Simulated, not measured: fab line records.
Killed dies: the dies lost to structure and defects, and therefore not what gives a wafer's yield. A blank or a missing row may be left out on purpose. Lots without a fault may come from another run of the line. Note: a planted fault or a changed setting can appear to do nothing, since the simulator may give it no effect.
fab line records	flow nandHarc
record lots=24	wafers=72	lastDay=24
route steps=1159 shown P_GATE@205 P_CONTACT@247 P_M0@268 P_M2@328
lots untouched by any fault: they come from a run of this same line in which no faults occurred
startH: hours from the record's first day to the start of the lot's first wafer shown	waitH: hours elapsed since this lot's preceding step	" repeats the value in the row above	L1.1+2: a single row standing in for several wafers	- value missing, or start not given	* or withheld: withheld	< > ~ a bound
route shown NAME@n: a module of which the file shows steps, and the number in the route of the first	usual: mean/standard deviation taken from wafers without a fault	same: alike in all rows	chamber/n: place in a boat	sites: the reading at each site	_std_site: how widely they spread, as a standard deviation	_edge_site: inner sites' mean taken away from outer sites' mean	radiusMm: for every site, how far away it sits from the centre of the wafer	mask NAME#n: copy n	behind: tool/chamber where the wafer was last shaped	hold: cause of the lot's hold/its duration in hours/its outcome	device: names the non-switching transistor (n, p or np)	end of line: the route-end tests of the same wafers	a step without rows: its recipe alone	killed: count of dies lost to structure and defects at first sort (not the wafer's yield)	map: the dies of a wafer, with x for killed, . for not killed, _ for no die there
set.NAME: the run value of the setting; set.NAME@STEP: its run value at that earlier step	model.NAME: the simulator's own value behind a step, which no gauge read
the route's steps for a sample of lots (tables are steps, rows are wafers)
services: when a tool's chamber went out of use (startH, in hours from the record's first day, below 0 if earlier), for how many hours, and the reason
## steps
# step NHARC_P_GATE_STRIP_95
# recipe powerW=1500	tempC=250	chemistry=O2
# usual drypumpMotorCurrentA=5.3/0.42	heaterPowerW=342/17	tempC=249.99/0.18
lot.wafer	tool	chamber	startH	waitH	drypumpMotorCurrentA	heaterPowerW	rfHoursCounterH	tempC
L074.1	plasmaAsher-02	0	98.21	0.6	4.8	351	30	249.96
L074.3	"	1	"	"	5.8	337	-	249.59
L074.5	"	1	"	"	5.8	329	-	249.84
L075.2	plasmaAsher-02	1	110.57	0.6	5.8	336	35	249.91
L075.1	"	0	"	"	4.8	357	35	249.72
L075.3	"	0	"	"	4.8	353	-	249.77
L078.1	plasmaAsher-02	0	123.56	0.6	4.8	367	40	250.16
L078.4	"	1	"	"	5.8	330	-	250.27
L078.6	"	0	"	"	4.8	353	-	249.94
L076.2	plasmaAsher-01	0	123.97	0.6	5.7	352	5	249.90
L076.3	"	0	"	"	5.7	354	-	250.08
L076.6	"	1	"	"	5.2	327	-	249.88
L077.1	plasmaAsher-02	1	124.34	0.6	5.8	338	41	249.72
L077.2	"	0	"	"	4.8	350	41	249.76
L077.3	"	1	"	"	5.7	323	-	249.97
L080.1	plasmaAsher-02	0	137.63	0.5	4.8	355	45	249.43
L080.4	"	0	"	"	4.8	354	-	249.83
L080.5	"	0	"	"	4.8	352	-	249.74
L079.3	plasmaAsher-02	0	140.57	0.4	4.8	360	-	250.13
L079.4	"	1	"	"	5.7	326	-	250.28
L079.6	"	1	"	"	5.7	328	-	249.93
L082.2	plasmaAsher-02	1	149.02	0.5	5.8	331	49	250.08
L082.5	"	0	"	"	4.8	354	-	249.84
L082.6	"	1	"	"	5.8	331	-	249.92
L081.2	plasmaAsher-02	1	151.27	0.6	5.8	320	50	249.88
L081.1	"	0	"	"	4.8	357	50	250.15
L081.4	"	0	"	"	4.8	354	-	250.02
L085.2	plasmaAsher-01	1	167.23	0.5	5.2	324	17	250.27
L085.3	"	1	"	"	5.2	329	-	250.10
L085.6	"	0	"	"	5.7	350	-	250.22
L083.4	plasmaAsher-02	1	168.56	0.4	5.7	336	-	250.13
L083.6	"	1	"	"	5.7	327	-	249.68
L083.5	"	0	"	"	4.8	359	-	249.94
L084.3	plasmaAsher-02	0	171.85	0.4	4.8	357	-	249.82
L084.4	"	1	"	"	5.8	331	-	249.76
L084.5	"	1	"	"	5.7	333	-	249.92
L087.1	plasmaAsher-01	0	181.23	0.6	5.7	360	23	250.15
L087.6	"	0	"	"	5.7	351	-	249.91
L087.5	"	1	"	"	5.2	323	-	250.03
L086.2	plasmaAsher-02	1	181.83	0.6	5.8	325	60	250.05
L086.3	"	0	"	"	4.8	350	-	249.99
L086.5	"	1	"	"	5.8	320	-	249.82
L089.1	plasmaAsher-01	0	188.86	0.5	5.7	348	27	250.06
L089.3	"	1	"	"	5.2	321	-	250.22
L089.4	"	0	"	"	5.7	348	-	250.03
L088.2	plasmaAsher-01	0	192.22	0.6	5.7	344	30	250.19
L088.1	"	1	"	"	5.2	326	30	250.03
L088.4	"	0	"	"	5.7	352	-	249.95
L090.4	plasmaAsher-01	0	203.74	0.3	5.6	348	-	249.71
L090.5	"	1	"	"	5.2	331	-	249.89
L090.6	"	0	"	"	5.6	351	-	249.73
L091.2	plasmaAsher-02	0	204.25	0.5	4.8	377	5	250.20
L091.4	"	0	"	"	4.8	366	-	249.98
L091.5	"	0	"	"	4.8	364	-	250.35
L092.4	plasmaAsher-02	0	215.82	0.4	4.8	370	-	249.92
L092.5	"	0	"	"	4.8	378	-	250.26
L092.6	"	1	"	"	5.8	317	-	249.81
L093.2	plasmaAsher-01	0	219.75	0.6	5.7	356	39	250.09
L093.1	"	1	"	"	5.2	325	39	249.93
L093.3	"	1	"	"	5.2	326	-	249.99
L094.1	plasmaAsher-02	0	228.92	0.6	4.8	360	13	250.12
L094.2	"	1	"	"	5.8	326	13	250.29
L094.3	"	0	"	"	4.8	366	-	249.87
L096.1	plasmaAsher-01	0	234.94	0.6	5.7	347	44	250.15
L096.4	"	0	"	"	5.7	348	-	250.25
L096.6	"	0	"	"	5.6	353	-	250.00
L095.3	plasmaAsher-02	1	236.31	0.4	5.8	323	-	250.06
L095.4	"	0	"	"	4.8	379	-	249.90
L095.6	"	0	"	"	4.8	372	-	250.24
L097.1	plasmaAsher-02	0	239.25	0.6	4.8	366	17	249.84
L097.4	"	0	"	"	4.8	368	-	250.01
L097.5	"	0	"	"	4.8	384	-	249.98
# step NHARC_P_GATE_RTA_82
# recipe tempC=450	timeS=30
# usual lampPowerPct=4.1/0.83	wafer_temp_C_max=452.1/0.54
lot.wafer	tool	chamber	startH	waitH	lampPowerPct	wafer_temp_C_max
L074.1	rtpAnneal-01	0	99.93	-	5.0	452.8
L074.3	"	0	"	"	5.0	452.8
L074.5	"	0	"	"	5.0	451.6
L075.1	rtpAnneal-02	0	112.20	-	3.3	451.5
L075.2	"	0	"	"	3.3	451.5
L075.3	"	0	"	"	3.3	451.1
L078.1	rtpAnneal-01	0	125.19	-	5.0	453.0
L078.4	"	0	"	"	5.0	453.8
L078.6	"	0	"	"	5.0	451.7
L076.2	rtpAnneal-02	0	125.63	-	3.3	451.9
L076.3	"	0	"	"	3.3	451.4
L076.6	"	0	"	"	3.3	452.3
L077.1	rtpAnneal-01	0	125.98	-	5.0	452.7
L077.2	"	0	"	"	5.0	452.3
L077.3	"	0	"	"	5.0	453.7
L080.1	rtpAnneal-01	0	139.26	-	5.0	452.4
L080.4	"	0	"	"	5.0	452.2
L080.5	"	0	"	"	5.0	451.9
L079.3	rtpAnneal-02	0	142.24	-	3.3	451.4
L079.4	"	0	"	"	3.3	452.2
L079.6	"	0	"	"	3.3	452.1
L082.2	rtpAnneal-01	0	150.71	-	5.0	452.1
L082.5	"	0	"	"	5.0	454.2
L082.6	"	0	"	"	5.0	452.4
L081.1	rtpAnneal-02	0	152.89	-	3.3	451.7
L081.2	"	0	"	"	3.3	451.8
L081.4	"	0	"	"	3.3	451.7
L085.2	rtpAnneal-02	0	169.00	-	3.3	451.8
L085.3	"	0	"	"	3.3	451.6
L085.6	"	0	"	"	3.3	451.5
L083.4	rtpAnneal-01	0	170.60	-	5.0	452.4
L083.5	"	0	"	"	5.0	452.1
L083.6	"	0	"	"	5.0	452.6
L084.3	rtpAnneal-02	0	173.51	-	3.3	451.8
L084.4	"	0	"	"	3.3	452.3
L084.5	"	0	"	"	3.3	452.0
L087.1	rtpAnneal-01	0	183.02	-	5.0	452.1
L087.5	"	0	"	"	5.0	452.2
L087.6	"	0	"	"	5.0	452.3
L086.2	rtpAnneal-01	0	183.63	-	5.0	452.5
L086.3	"	0	"	"	5.0	452.4
L086.5	"	0	"	"	5.0	452.6
L089.1	rtpAnneal-01	0	190.48	-	5.0	452.7
L089.3	"	0	"	"	5.0	452.5
L089.4	"	0	"	"	5.0	452.4
L088.1	rtpAnneal-01	0	194.06	-	5.0	452.7
L088.2	"	0	"	"	5.0	452.0
L088.4	"	0	"	"	5.0	452.6
L090.4	rtpAnneal-02	0	205.66	-	3.3	451.8
L090.5	"	0	"	"	3.3	452.2
L090.6	"	0	"	"	3.3	452.6
L091.2	rtpAnneal-02	0	205.90	-	3.3	451.9
L091.4	"	0	"	"	3.3	452.0
L091.5	"	0	"	"	3.3	451.6
L092.4	rtpAnneal-02	0	217.53	-	3.3	451.4
L092.5	"	0	"	"	3.3	452.0
L092.6	"	0	"	"	3.3	452.2
L093.1	rtpAnneal-01	0	222.48	-	5.0	452.3
L093.2	"	0	"	"	5.0	451.7
L093.3	"	0	"	"	5.0	452.8
L094.1	rtpAnneal-02	0	230.59	-	3.3	452.2
L094.2	"	0	"	"	3.3	452.0
L094.3	"	0	"	"	3.3	451.8
L096.1	rtpAnneal-02	0	236.59	-	3.3	450.7
L096.4	"	0	"	"	3.3	451.5
L096.6	"	0	"	"	3.3	452.0
L095.3	rtpAnneal-02	0	238.00	-	3.3	451.4
L095.4	"	0	"	"	3.3	451.9
L095.6	"	0	"	"	3.3	451.5
L097.1	rtpAnneal-01	0	240.87	-	5.0	452.2
L097.4	"	0	"	"	5.0	452.2
L097.5	"	0	"	"	5.0	452.0
# step NHARC_P_CONTACT_ALD_22
# recipe targetThkA=30	pulseTimeS=1	aldCycles=150	tempC=450	material=TiN
# usual heaterPowerW=1092/100	precursorPulseHeightRel=1.000/0.019
lot.wafer	tool	chamber	startH	waitH	heaterPowerW	precursorPulseHeightRel
L074.1	aldMetal-02	2	103.90	-	1096	1.005
L074.3	"	3	"	"	1350	1.039
L074.5	"	1	"	"	1156	0.992
L075.1	aldMetal-02	0	116.15	-	1074	0.993
L075.3	"	2	"	"	1092	0.988
L075.2	"	3	"	"	1318	1.019
L078.1	aldMetal-04	0	128.94	-	1033	0.965
L078.4	"	1	"	"	1014	1.008
L078.6	"	1	"	"	1001	1.017
L076.3	aldMetal-01	2	129.53	-	1058	0.991
L076.2	"	3	"	"	1003	1.038
L076.6	"	1	"	"	1306	0.982
L077.1	aldMetal-02	2	129.83	-	1117	1.013
L077.3	"	3	"	"	1333	0.976
L077.2	"	0	"	"	1053	0.998
L080.4	aldMetal-04	0	143.24	-	1012	0.994
L080.1	"	3	"	"	1156	1.024
L080.5	"	0	"	"	1036	1.006
L079.4	aldMetal-02	1	146.44	-	1149	0.975
L079.3	"	0	"	"	1076	0.988
L079.6	"	2	"	"	1068	0.966
L082.2	aldMetal-04	3	154.55	-	1124	1.042
L082.5	"	3	"	"	1145	1.011
L082.6	"	0	"	"	1058	1.025
L081.1	aldMetal-01	2	156.92	-	1061	1.026
L081.4	"	3	"	"	992	1.005
L081.2	"	1	"	"	1208	0.998
L085.3	aldMetal-04	0	172.84	-	1015	0.990
L085.2	"	1	"	"	981	0.979
L085.6	"	3	"	"	1118	0.978
L083.4	aldMetal-01	1	174.22	-	1260	0.986
L083.5	"	0	"	"	976	0.985
L083.6	"	1	"	"	1249	1.016
L084.4	aldMetal-04	3	177.30	-	1150	0.992
L084.3	"	0	"	"	1004	1.007
L084.5	"	0	"	"	1046	0.981
L087.1	aldMetal-04	0	186.90	-	1029	1.037
L087.6	"	1	"	"	973	0.989
L087.5	"	2	"	"	1053	0.987
L086.2	aldMetal-01	2	187.68	-	1064	0.992
L086.3	"	0	"	"	941	1.001
L086.5	"	2	"	"	1061	1.009
L089.1	aldMetal-01	2	194.16	-	1045	1.001
L089.4	"	0	"	"	918	1.011
L089.3	"	1	"	"	1269	1.029
L088.1	aldMetal-01	1	197.88	-	1248	1.000
L088.2	"	3	"	"	1007	0.986
L088.4	"	0	"	"	938	1.007
L090.4	aldMetal-02	0	209.51	-	1120	0.994
L090.6	"	1	"	"	1141	0.961
L090.5	"	3	"	"	1186	1.016
L091.2	aldMetal-04	2	210.38	-	1062	1.016
L091.4	"	0	"	"	1040	1.015
L091.5	"	2	"	"	1022	1.040
L092.4	aldMetal-01	1	221.71	-	1233	0.997
L092.5	"	1	"	"	1279	1.042
L092.6	"	2	"	"	1045	1.002
L093.3	aldMetal-01	1	226.31	-	1252	0.997
L093.1	"	2	"	"	1074	1.008
L093.2	"	3	"	"	1006	0.993
L094.2	aldMetal-01	2	234.43	-	1084	1.049
L094.1	"	3	"	"	1033	1.018
L094.3	"	1	"	"	1255	0.976
L096.1	aldMetal-02	3	240.55	-	1184	1.031
L096.4	"	1	"	"	1168	0.991
L096.6	"	3	"	"	1213	1.018
L095.3	aldMetal-04	3	241.76	-	1060	0.975
L095.4	"	0	"	"	1003	0.984
L095.6	"	3	"	"	1071	0.974
L097.4	aldMetal-01	2	244.62	-	1026	0.989
L097.1	"	3	"	"	1017	0.977
L097.5	"	1	"	"	1246	1.004
# step NHARC_P_M0_ETCH_15
# recipe targetDepthA=1500	overetchA=150	timeS=82.5	c4f8FlowSccm=withheld	arFlowSccm=400	rfW=600	biasW=300	chemistry=C4F8/Ar
# usual oesProductAu=0.956/0.022	rfVppV=441.8/2.8
lot.wafer	tool	chamber	startH	waitH	oesProductAu	rfHoursCounterH	rfVppV
L074.1	rieDiel-11	3	-	-	0.966	8	442.5
L074.3	"	0	"	"	0.978	7	439.5
L074.5	"	3	"	"	0.962	-	442.5
L075.2	rieDiel-07	2	-	-	0.995	4	444.1
L075.1	"	3	"	"	0.963	7	444.0
L075.3	"	1	"	"	0.956	6	443.7
L078.4	rieDiel-04	0	-	-	0.950	2	440.1
L078.1	"	2	"	"	0.963	2	441.2
L078.6	"	1	"	"	0.985	-	443.5
L076.2	rieDiel-07	0	-	-	0.996	8	437.3
L076.3	"	2	"	"	0.968	6	445.0
L076.6	"	1	"	"	0.965	-	445.3
L077.2	rieDiel-11	3	-	-	0.974	11	442.5
L077.1	"	0	"	"	0.963	10	438.6
L077.3	"	1	"	"	0.955	11	441.5
L080.4	rieDiel-11	2	-	-	0.933	12	441.5
L080.1	"	1	"	"	0.908	12	441.6
L080.5	"	2	"	"	0.930	-	442.0
L079.3	rieDiel-07	3	-	-	0.947	9	446.4
L079.6	"	1	"	"	0.961	-	445.7
L079.4	"	3	"	"	0.949	-	444.7
L082.2	rieDiel-04	3	-	-	0.958	4	438.0
L082.6	"	1	"	"	0.963	-	444.5
L082.5	"	3	"	"	0.947	-	436.8
L081.2	rieDiel-04	0	-	-	0.944	3	441.1
L081.1	"	1	"	"	0.983	3	445.0
L081.4	"	2	"	"	0.961	3	440.8
L085.2	rieDiel-11	3	-	-	0.965	14	442.7
L085.3	"	2	"	"	0.971	14	440.9
L085.6	"	3	"	"	0.981	-	442.8
L083.4	rieDiel-07	1	-	-	0.963	9	443.7
L083.6	"	0	"	"	0.979	-	436.4
L083.5	"	1	"	"	0.955	-	444.5
L084.4	rieDiel-11	2	-	-	0.931	14	442.4
L084.3	"	0	"	"	0.918	13	439.2
L084.5	"	2	"	"	0.925	-	442.3
L087.1	rieDiel-07	2	-	-	0.946	9	445.1
L087.5	"	0	"	"	0.943	-	437.4
L087.6	"	1	"	"	0.932	-	444.2
L086.3	rieDiel-07	1	-	-	0.962	10	445.9
L086.2	"	3	"	"	0.929	11	445.0
L086.5	"	0	"	"	0.967	-	438.0
L089.4	rieDiel-07	0	-	-	0.936	12	437.5
L089.3	"	1	"	"	0.940	10	445.5
L089.1	"	3	"	"	0.925	12	444.7
L088.2	rieDiel-04	0	-	-	0.961	6	440.5
L088.1	"	1	"	"	0.952	5	445.9
L088.4	"	2	"	"	0.935	5	441.6
L090.4	rieDiel-11	1	-	-	0.981	1	441.0
L090.5	"	3	"	"	0.966	-	442.2
L090.6	"	0	"	"	0.962	-	439.3
L091.2	rieDiel-04	3	-	-	0.912	8	437.1
L091.4	"	1	"	"	0.931	7	445.3
L091.5	"	0	"	"	0.910	-	440.4
L092.4	rieDiel-07	0	-	-	0.944	13	435.4
L092.6	"	1	"	"	0.918	-	444.6
L092.5	"	2	"	"	0.939	-	444.0
L093.2	rieDiel-04	2	-	-	0.930	7	439.9
L093.3	"	3	"	"	0.961	8	438.5
L093.1	"	0	"	"	0.953	7	439.6
L094.2	rieDiel-11	2	-	-	0.961	1	443.3
L094.3	"	3	"	"	0.964	1	441.4
L094.1	"	0	"	"	0.968	1	439.4
L096.4	rieDiel-11	2	-	-	0.968	3	442.9
L096.1	"	0	"	"	0.956	3	439.2
L096.6	"	2	"	"	0.968	-	441.2
L095.4	rieDiel-11	1	-	-	0.977	3	442.9
L095.3	"	3	"	"	0.973	3	442.9
L095.6	"	0	"	"	0.970	-	438.8
L097.1	rieDiel-07	1	-	-	0.983	1	444.3
L097.4	"	2	"	"	0.988	1	445.9
L097.5	"	0	"	"	0.964	-	437.8
# step NHARC_P_M0_DEGAS_28
# recipe tempC=250	timeS=60
# usual heaterPowerW=348/35
lot.wafer	tool	chamber	startH	waitH	heaterPowerW
L074.3	pvdSputter-01	-	107.17	-	326
L074.1	"	-	"	"	368
L074.5	"	-	"	"	364
L075.2	pvdSputter-01	-	126.66	-	281
L075.3	"	-	"	"	335
L075.1	"	-	"	"	363
L078.1	pvdSputter-01	-	140.11	-	278
L078.4	"	-	"	"	367
L078.6	"	-	"	"	279
L076.2	pvdSputter-02	-	140.67	-	345
L076.3	"	-	"	"	307
L076.6	"	-	"	"	358
L077.1	pvdSputter-03	-	140.83	-	394
L077.2	"	-	"	"	330
L077.3	"	-	"	"	355
L080.1	pvdSputter-03	-	149.78	-	360
L080.4	"	-	"	"	362
L080.5	"	-	"	"	331
L079.3	pvdSputter-03	-	150.39	-	328
L079.4	"	-	"	"	388
L079.6	"	-	"	"	354
L082.2	pvdSputter-02	-	159.71	-	306
L082.6	"	-	"	"	308
L082.5	"	-	"	"	329
L081.1	pvdSputter-02	-	163.20	-	321
L081.4	"	-	"	"	357
L081.2	"	-	"	"	314
L085.2	pvdSputter-02	-	177.86	-	352
L085.3	"	-	"	"	324
L085.6	"	-	"	"	347
L083.4	pvdSputter-02	-	178.52	-	330
L083.5	"	-	"	"	355
L083.6	"	-	"	"	360
L084.3	pvdSputter-03	-	180.50	-	352
L084.4	"	-	"	"	318
L084.5	"	-	"	"	382
L087.1	pvdSputter-02	-	189.97	-	326
L087.6	"	-	"	"	335
L087.5	"	-	"	"	350
L086.2	pvdSputter-03	-	190.81	-	355
L086.3	"	-	"	"	388
L086.5	"	-	"	"	345
L089.1	pvdSputter-03	-	201.24	-	348
L089.4	"	-	"	"	352
L089.3	"	-	"	"	387
L088.4	pvdSputter-02	-	201.61	-	357
L088.1	"	-	"	"	357
L088.2	"	-	"	"	330
L090.4	pvdSputter-01	-	220.25	-	372
L090.5	"	-	"	"	367
L090.6	"	-	"	"	421
L091.2	pvdSputter-01	-	220.43	-	368
L091.4	"	-	"	"	323
L091.5	"	-	"	"	369
L092.4	pvdSputter-01	-	227.35	-	305
L092.6	"	-	"	"	299
L092.5	"	-	"	"	323
L093.2	pvdSputter-02	-	231.70	-	315
L093.3	"	-	"	"	326
L093.1	"	-	"	"	301
L094.1	pvdSputter-02	-	237.74	-	375
L094.2	"	-	"	"	321
L094.3	"	-	"	"	296
L096.1	pvdSputter-01	-	250.41	-	309
L096.4	"	-	"	"	334
L096.6	"	-	"	"	304
L095.3	pvdSputter-02	-	251.68	-	367
L095.4	"	-	"	"	293
L095.6	"	-	"	"	374
L097.4	pvdSputter-03	-	251.82	-	382
L097.1	"	-	"	"	328
L097.5	"	-	"	"	351
# step NHARC_P_M2_CD_MEAS_09
# recipe targetCdNm=170	landingEnergyEv=500
# usual cdNm=169.9/0.98
lot.wafer	tool	chamber	startH	waitH	cdNm
L074.1	cdSem-01	0	114.35	-	169.8
L074.3	"	0	"	"	169.1
L074.5	"	0	"	"	171.1
L075.1	cdSem-02	0	133.83	-	171.8
L075.2	"	0	"	"	171.0
L075.3	"	0	"	"	171.3
L078.1	cdSem-02	0	147.59	-	170.8
L078.4	"	0	"	"	169.7
L078.6	"	0	"	"	169.7
L076.2	cdSem-01	0	148.08	-	171.7
L076.3	"	0	"	"	171.0
L076.6	"	0	"	"	170.0
L077.1	cdSem-03	0	148.32	-	169.6
L077.2	"	0	"	"	170.0
L077.3	"	0	"	"	170.9
L080.1	cdSem-02	0	156.93	-	169.0
L080.4	"	0	"	"	170.2
L080.5	"	0	"	"	170.1
L079.3	cdSem-03	0	158.05	-	170.6
L079.4	"	0	"	"	172.0
L079.6	"	0	"	"	171.9
L082.2	cdSem-03	0	167.02	-	169.9
L082.5	"	0	"	"	169.9
L082.6	"	0	"	"	168.7
L081.1	cdSem-02	0	170.19	-	170.5
L081.2	"	0	"	"	169.7
L081.4	"	0	"	"	168.7
L085.2	cdSem-02	0	185.04	-	170.2
L085.3	"	0	"	"	170.4
L085.6	"	0	"	"	169.0
L083.4	cdSem-02	0	185.66	-	170.6
L083.5	"	0	"	"	169.9
L083.6	"	0	"	"	169.7
L084.3	cdSem-03	0	187.60	-	168.0
L084.4	"	0	"	"	170.7
L084.5	"	0	"	"	169.3
L087.1	cdSem-01	0	197.02	-	170.0
L087.5	"	0	"	"	168.6
L087.6	"	0	"	"	169.4
L086.2	cdSem-02	0	198.13	-	169.3
L086.3	"	0	"	"	169.0
L086.5	"	0	"	"	169.2
L089.1	cdSem-03	0	208.48	-	170.6
L089.3	"	0	"	"	171.8
L089.4	"	0	"	"	171.5
L088.1	cdSem-03	0	209.22	-	171.3
L088.2	"	0	"	"	170.0
L088.4	"	0	"	"	170.7
L090.4	cdSem-03	0	228.25	-	169.8
L090.5	"	0	"	"	168.6
L090.6	"	0	"	"	169.7
L091.2	cdSem-03	0	228.52	-	170.4
L091.4	"	0	"	"	169.4
L091.5	"	0	"	"	169.7
L092.4	cdSem-01	0	234.49	-	169.1
L092.5	"	0	"	"	168.9
L092.6	"	0	"	"	170.1
L093.1	cdSem-01	0	239.01	-	170.7
L093.2	"	0	"	"	171.3
L093.3	"	0	"	"	171.1
L094.1	cdSem-03	0	244.81	-	169.6
L094.2	"	0	"	"	167.9
L094.3	"	0	"	"	169.8
L096.1	cdSem-01	0	257.41	-	169.0
L096.4	"	0	"	"	168.2
L096.6	"	0	"	"	168.7
L095.3	cdSem-01	0	258.92	-	170.0
L095.4	"	0	"	"	170.6
L095.6	"	0	"	"	169.8
L097.1	cdSem-03	0	259.07	-	169.3
L097.4	"	0	"	"	170.3
L097.5	"	0	"	"	169.8
## services
tool	chamber	startH	hours	kind
rieDiel-04	3	78.79	1.3	repair
aldMetal-02	0	86.35	25.5	repair
plasmaAsher-01	-	99.29	9.0	pm
rieDiel-07	-	101.47	1.5	repair
aldMetal-01	-	102.00	10.0	pm
rieDiel-04	-	111.90	9.0	pm
aldMetal-02	1	118.97	26.3	repair
aldMetal-02	-	131.76	2.9	repair
rieDiel-04	2	140.86	2.6	repair
rieDiel-07	0	148.06	1.9	repair
pvdSputter-03	-	153.96	10.0	pm
pvdSputter-01	-	172.68	3.9	repair
pvdSputter-01	-	176.60	10.0	pm
pvdSputter-03	-	179.79	0.5	repair
plasmaAsher-02	-	183.00	9.0	pm
rieDiel-11	2	186.98	3.6	repair
rieDiel-11	-	189.56	9.0	pm
pvdSputter-01	-	199.13	3.9	repair
rieDiel-11	3	208.10	6.4	repair
pvdSputter-02	-	214.00	10.0	pm
pvdSputter-03	-	216.07	5.1	repair
rieDiel-07	0	217.04	8.9	repair
aldMetal-04	-	228.00	10.0	pm
rieDiel-07	-	228.33	9.0	pm
## key
fault none
